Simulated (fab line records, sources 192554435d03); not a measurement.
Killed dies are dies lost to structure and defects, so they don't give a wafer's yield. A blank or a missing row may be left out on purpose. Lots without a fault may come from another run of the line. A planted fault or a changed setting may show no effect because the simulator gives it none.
Which tool did it? | flow n5_finfet | 10 lots, 27 wafers sampled, at 4 steps of a route of 1938

WHAT THE GAUGES READ, wafer by wafer
N5_BEOL_M4_INSPECT_59: inspects for defects (darkfield).
lot  | measured     | on                | raw_defect_count
L187 | day 9 06:17  | defect_inspect-01 | 70 49 51
L188 | day 9 10:08  | defect_inspect-02 | 34 45 49
L189 | day 10 05:58 | defect_inspect-01 | 75 56 80
L190 | day 9 12:10  | defect_inspect-02 | 43 72 60
L192 | day 10 07:51 | defect_inspect-02 | 61 36 68
L194 | day 10 18:20 | defect_inspect-01 | 72 90
L197 | day 11 16:55 | defect_inspect-02 | 86
L202 | day 12 16:07 | defect_inspect-02 | 71 48 37
L206 | day 13 22:56 | defect_inspect-02 | 115 115 125
L208 | day 14 05:28 | defect_inspect-02 | 61 78 75

N5_BEOL_M4_RC_MEAS_101.
lot  | measured     | on        | DIBL_N (mV/V)  | DIBL_P (mV/V)  | IOFF_N (nA/um)    | IOFF_P (nA/um)    | IOFF_P_85C (nA/um) | IOFF_P_LIN (nA/um) | IOFF_P_LONG (nA/um)        | ION_N (uA/um) | ION_P (uA/um) | SS_N (mV/dec)  | SS_P (mV/dec)  | VT_N (mV)   | VT_N_LVT (mV) | VT_P (mV)            | VT_P_LONG (mV)
L187 | day 9 06:28  | prober-01 | 35.5 38.7 37.8 | 32.1 36.9 35.6 | 0.117 0.175 0.158 | 0.181 0.263 0.238 | 3.2 4.4 4.1        | 0.090 0.116 0.110  | 0.000112 0.000106 0.000113 | 667 674 680   | 459 463 465   | 71.3 72.3 72.1 | 73.0 73.6 74.2 | 259 249 251 | 107 99 101    | -252.0 -247.5 -249.4 | -275.3 -274.5 -275.8
L188 | day 9 10:19  | prober-01 | 36.4 34.4 35.7 | 38.4 36.0 37.3 | 0.172 0.147 0.159 | 0.220 0.183 0.201 | 3.7 3.2 3.5        | 0.101 0.089 0.094  | 0.000107 0.000105 0.000104 | 680 676 680   | 464 466 463   | 71.4 71.8 71.4 | 73.1 73.3 73.2 | 248 251 252 | 97 98 97      | -247.6 -254.1 -251.3 | -277.4 -278.5 -275.0
L189 | day 10 06:00 | prober-02 | 34.5 35.7 35.5 | 34.8 36.9 37.1 | 0.139 0.163 0.166 | 0.180 0.217 0.213 | 3.2 3.7 3.6        | 0.091 0.103 0.101  | 0.00011 0.000108 0.00011   | 663 672 678   | 453 459 462   | 71.0 71.0 71.6 | 72.3 73.5 73.3 | 252 248 248 | 100 95 97     | -248.9 -248.0 -248.4 | -273.3 -274.0 -271.6
L190 | day 9 12:20  | prober-01 | 36.2 36.3 35.1 | 35.6 34.6 34.0 | 0.170 0.162 0.144 | 0.205 0.180 0.169 | 3.6 3.2 3.0        | 0.098 0.087 0.084  | 0.000101 0.000101 0.000102 | 681 673 677   | 461 455 454   | 72.0 71.7 71.5 | 73.3 73.7 73.6 | 244 249 250 | 96 97 99      | -249.8 -252.2 -253.3 | -277.0 -279.6 -280.6
L192 | day 10 07:53 | prober-01 | 33.9 35.9 34.0 | 35.1 38.1 34.8 | 0.142 0.189 0.141 | 0.200 0.241 0.192 | 3.5 4.1 3.4        | 0.099 0.111 0.096  | 0.000116 0.000114 0.000117 | 676 688 663   | 467 465 462   | 71.2 72.3 70.7 | 72.2 73.4 72.0 | 248 245 251 | 99 94 99      | -251.3 -246.9 -251.6 | -272.0 -273.1 -272.4
L194 | day 10 18:31 | prober-02 | 37.4 37.6      | 37.3 37.7      | 0.160 0.155       | 0.195 0.079       | 3.4 1.6            | 0.093 0.037        | 9.7e-05 5.7e-05            | 667 667       | 455 416       | 71.1 71.7      | 73.6 73.8      | 248 253     | 100 76        | -254.0 -278.8        | -278.4 -305.3
L197 | day 11 17:06 | prober-02 | 37.6           | 37.8           | 0.163             | 0.190             | 3.4                | 0.087              | 9.4e-05                    | 677           | 453           | 72.0           | 73.5           | 249         | 97            | -252.8               | -281.8
L202 | day 12 16:17 | prober-01 | 36.2 37.6 37.3 | 33.8 36.6 36.0 | 0.155 0.175 0.173 | 0.191 0.228 0.223 | 3.4 3.8 3.8        | 0.095 0.107 0.106  | 0.000108 0.00011 0.000103  | 677 684 687   | 456 468 465   | 71.6 71.5 71.4 | 72.4 73.7 73.1 | 248 249 248 | 100 99 98     | -249.8 -247.9 -247.1 | -275.1 -273.2 -273.6
L206 | day 13 23:07 | prober-02 | 34.7 34.6 33.9 | 36.0 35.4 34.7 | 0.134 0.130 0.116 | 0.192 0.187 0.168 | 3.4 3.3 3.0        | 0.096 0.093 0.086  | 0.000112 0.000109 0.000111 | 678 661 665   | 465 459 456   | 71.1 71.7 71.0 | 72.3 72.1 72.4 | 252 251 254 | 100 99 103    | -251.0 -251.1 -252.2 | -274.4 -274.5 -274.6
L208 | day 14 05:38 | prober-01 | 37.2 38.5 36.9 | 37.8 37.8 36.5 | 0.178 0.199 0.160 | 0.224 0.230 0.202 | 3.8 3.9 3.5        | 0.103 0.104 0.094  | 0.000107 0.000107 0.000111 | 680 683 681   | 465 464 466   | 71.8 72.1 71.9 | 73.4 73.7 73.5 | 246 247 248 | 94 94 97      | -249.6 -250.2 -252.1 | -274.7 -275.3 -276.9

WHICH TOOL RAN EACH LOT (tool, then ch and the chambers of the sampled wafers, then the start)
lot  | N5_HKMG_FIN_ALD_74              | N5_BEOL_M4_SPUTTER_96
L187 | ald_hk-01 ch 0,3, day 3 20:32   | pvd_sputter-02, day 9 05:13
L188 | ald_hk-02 ch 0,1,3, day 4 03:52 | pvd_sputter-02, day 9 09:03
L189 | ald_hk-03 ch 0,2,3, day 4 11:41 | pvd_sputter-02, day 10 04:54
L190 | ald_hk-01 ch 1,2,3, day 4 16:27 | pvd_sputter-02, day 9 10:56
L192 | ald_hk-01 ch 0,1,2, day 5 07:03 | pvd_sputter-01, day 10 06:32
L194 | ald_hk-01 ch 2,3, day 5 16:44   | pvd_sputter-02, day 10 17:16
L197 | ald_hk-01 ch 0, day 6 08:58     | pvd_sputter-01, day 11 15:50
L202 | ald_hk-03 ch 0,1,3, day 7 18:03 | pvd_sputter-02, day 12 15:01
L206 | ald_hk-01 ch 0,2,3, day 8 17:53 | pvd_sputter-03, day 13 21:52
L208 | ald_hk-03 ch 1,2, day 9 06:59   | pvd_sputter-01, day 14 04:23
- N5_HKMG_FIN_ALD_74: deposits La2O3, target thk 0.5 nm, pulse time 6 s, co reactant pulse time 1 s.
- N5_BEOL_M4_SPUTTER_96: material Cu, target thk 4.5 nm, time 8.29 s.

WHAT THE TOOLS THEMSELVES READ (means of the sampled wafers that have a number; where no wafer has one, the mark that the record gives instead)
N5_HKMG_FIN_ALD_74.
lot  | tool      | heater_power_w (W) | precursor_pulse_height_rel | susceptor_temp_C (C)
L187 | ald_hk-01 | 356                | 0.992                      | 249.93
L188 | ald_hk-02 | 333                | 0.979                      | 249.99
L189 | ald_hk-03 | 336                | 0.995                      | 249.91
L190 | ald_hk-01 | 363                | 1.010                      | 249.92
L192 | ald_hk-01 | 374                | 1.000                      | 250.11
L194 | ald_hk-01 | 375                | 0.988                      | 250.10
L197 | ald_hk-01 | 365                | 1.030                      | 249.90
L202 | ald_hk-03 | 344                | 0.996                      | 250.09
L206 | ald_hk-01 | 373                | 0.984                      | 250.11
L208 | ald_hk-03 | 341                | 1.013                      | 250.01

N5_BEOL_M4_SPUTTER_96.
lot  | tool           | susceptor_temp_C (C) | throttle_valve_pct (%)
L187 | pvd_sputter-02 | -20.05               | 29.6
L188 | pvd_sputter-02 | -20.02               | 29.7
L189 | pvd_sputter-02 | -20.01               | 29.9
L190 | pvd_sputter-02 | -20.00               | 29.4
L192 | pvd_sputter-01 | -20.03               | 30.5
L194 | pvd_sputter-02 | -20.10               | 29.7
L197 | pvd_sputter-01 | -19.96               | 30.5
L202 | pvd_sputter-02 | -20.05               | 29.5
L206 | pvd_sputter-03 | -19.99               | 30.5
L208 | pvd_sputter-01 | -20.02               | 30.4

THE ANSWER, worked out from the rows above alone
Rule: what is usual is taken from the lots themselves. Put in order of their means at a reading, lots are off if they are a third of the lots or fewer, leave a main group of 4 or more, and stand apart from it by a gap of 3 or more times the standard deviation of the main group's means; of several such gaps the widest counts. A main group whose means are all the same, to the digits that the tables above print for the reading, isn't used. A lot without any number at a reading at which 4 lots or more have one is off too. The other lots that the step has rows for count as sound. The gauges are gone through in route order, then the tools' own readings, and for those a lot's mean is taken as printed above. The first step at which some lot is off is used, and at that step the reading that is off furthest; a lot without a number counts as furthest.
Off: L194, at N5_BEOL_M4_RC_MEAS_101 (VT_P). The main group: mean -250.4 mV, standard deviation 1.4.
A tool fits if, at a process step before that reading, it ran every lot that is off, and no sound lot after the first of them. The gauges at N5_BEOL_M4_RC_MEAS_101 are tried like those tools. None of those tried fits.

WHAT THE SIMULATOR HAD PUT IN
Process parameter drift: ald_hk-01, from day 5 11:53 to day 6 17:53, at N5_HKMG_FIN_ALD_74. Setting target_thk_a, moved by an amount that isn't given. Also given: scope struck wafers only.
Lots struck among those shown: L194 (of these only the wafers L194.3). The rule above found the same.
